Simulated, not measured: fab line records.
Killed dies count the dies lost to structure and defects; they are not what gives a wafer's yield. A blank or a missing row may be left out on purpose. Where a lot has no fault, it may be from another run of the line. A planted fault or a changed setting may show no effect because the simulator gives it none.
Lot-split experiment	flow n5-finfet	route with 1938 steps; 7 lots, 21 wafers read

THE SPLIT
At N5_MOL_CONTACT_COAG_EXPOSE_37 (exposes mask VD, defocus 0 nm), the setting dose-mj was moved away from the recipe's 62 on 8 of the 21 wafers read, by -4.6% to +6.5%. This setting was run at the recipe's value on the other wafers.

FROM THE SPLIT TO THE READING: what the file shows between them, 10 steps
- N5_MOL_CONTACT_COAG_PEB_38: peb time 60 s
- N5_MOL_CONTACT_COAG_DEVELOP_39: develop time 30 s
- N5_MOL_CONTACT_COAG_CD_MEAS_40: target cd 25.1 nm
- N5_MOL_CONTACT_COAG_DESCUM_45: chemistry O2, time 7 s
- N5_MOL_CONTACT_COAG_ETCH_65: etches underlayer in N2/H2, target depth 13 nm, time 10.4 s
- N5_MOL_CONTACT_COAG_ETCH_66: etches SiARC in CF4, target depth 13 nm, time 21.7 s
- N5_MOL_CONTACT_COAG_ALD_133: deposits SiO2, target thk 5 nm, pulse time 1 s, co reactant pulse time 1 s
- N5_MOL_CONTACT_COAG_ETCHBACK_134: etches SiO2 in CHF3, target depth 10 nm, time 6.7 s
- N5_MOL_CONTACT_COAG_PRECLEAN_138: cleans in alkaline clean, time 60 s
- N5_MOL_CONTACT_COAG_SRD_139: time 30 s

THE READING
At N5_MOL_CONTACT_COAG_CD_MEAS_101: cd-nm in nanometres, against a target cd of 16 nm. Fault-free wafers of this fab line usually give 16.0 nm, standard deviation 0.3 nm.

wafer	tool, chamber at the split	dose-mj as run	against the recipe	cd-nm, nm	against lot-mates on the recipe
L079.2	euv-scanner-01, 0	59.13	-4.6%	15.1	-0.9
L079.4	euv-scanner-01, 0	62	recipe	16.0	-
L079.5	euv-scanner-01, 0	59.13	-4.6%	14.9	-1.1
L080.1	euv-scanner-02, 0	62	recipe	16.2	-
L080.2	euv-scanner-02, 0	62	recipe	16.0	-
L080.6	euv-scanner-02, 0	62	recipe	15.6	-
L082.2	euv-scanner-01, 0	64.94	+4.7%	16.6	+0.8
L082.4	euv-scanner-01, 0	62	recipe	15.8	-
L082.5	euv-scanner-01, 0	64.94	+4.7%	16.2	+0.4
L084.1	euv-scanner-01, 0	62	recipe	15.7	-
L084.4	euv-scanner-01, 0	62	recipe	16.0	-
L084.6	euv-scanner-01, 0	59.81	-3.5%	15.8	+0.0
L091.1	euv-scanner-01, 0	62	recipe	16.0	-
L091.3	euv-scanner-01, 0	62	recipe	15.8	-
L091.4	euv-scanner-01, 0	63.47	+2.4%	16.4	+0.5
L092.1	euv-scanner-01, 0	62	recipe	15.9	-
L092.2	euv-scanner-01, 0	62	recipe	16.3	-
L092.5	euv-scanner-01, 0	62	recipe	15.7	-
L097.2	euv-scanner-01, 0	62	recipe	15.9	-
L097.5	euv-scanner-01, 0	66.02	+6.5%	17.3	+1.4
L097.6	euv-scanner-01, 0	66.02	+6.5%	17.1	+1.2

FIT RESULTS
A straight line over all 21 wafers: cd-nm changes by +0.164 nm for each +1% of dose-mj; r = +0.90; the points scatter about the line by 0.24 nm.
The same after taking each lot's own level away (the mean of its wafers on the recipe; 21 wafers): +0.174 nm for each +1%; r = +0.91; scatter 0.24 nm.
Per that fit: largest dose-mj move, reading shift of 1.1 nm.
From 15.80 to 16.00 nm: that is the span of the lots' own levels, equal to 0.7 times the standard deviation above.
Consequently the slope shifts little with the lot-to-lot level, the two slopes agreeing.
Check: for one of the wafers moved furthest among these (+6.5%), held out of the fit, the line's prediction against its lot-mates is +1.05 nm. It came out at +1.4 nm against them.

OTHER SPLITS APPLIED TO THESE WAFERS
These wafers also went through other splits before the reading. Each is held against what the fit with the lots' levels taken away leaves over:
other split on the same wafers	wafers away from the commonest value	r with cd-nm (lot level and that fit taken away)
N5_MOL_CONTACT_COAG_ETCH_105 bias-w	8	+0.31
N5_MOL_CONTACT_COAG_COAT_34 spin-rpm	7	+0.46

THE WHOLE CHAIN: every reading that the file lists as answering this split, in the file's order
step	what it does	reading	change (the file's fit)	r (the file's)
N5_MOL_CONTACT_COAG_CD_MEAS_40	target cd 25.1 nm	cd-nm	+0.172 nm for each +1% of the setting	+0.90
N5_MOL_CONTACT_COAG_CD_MEAS_101	target cd 16 nm	cd-nm	+0.17 nm for each +1% of the setting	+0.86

FILE'S OWN FIT
cd-nm changes by +0.17 nm for each +1% of dose-mj, r = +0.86.
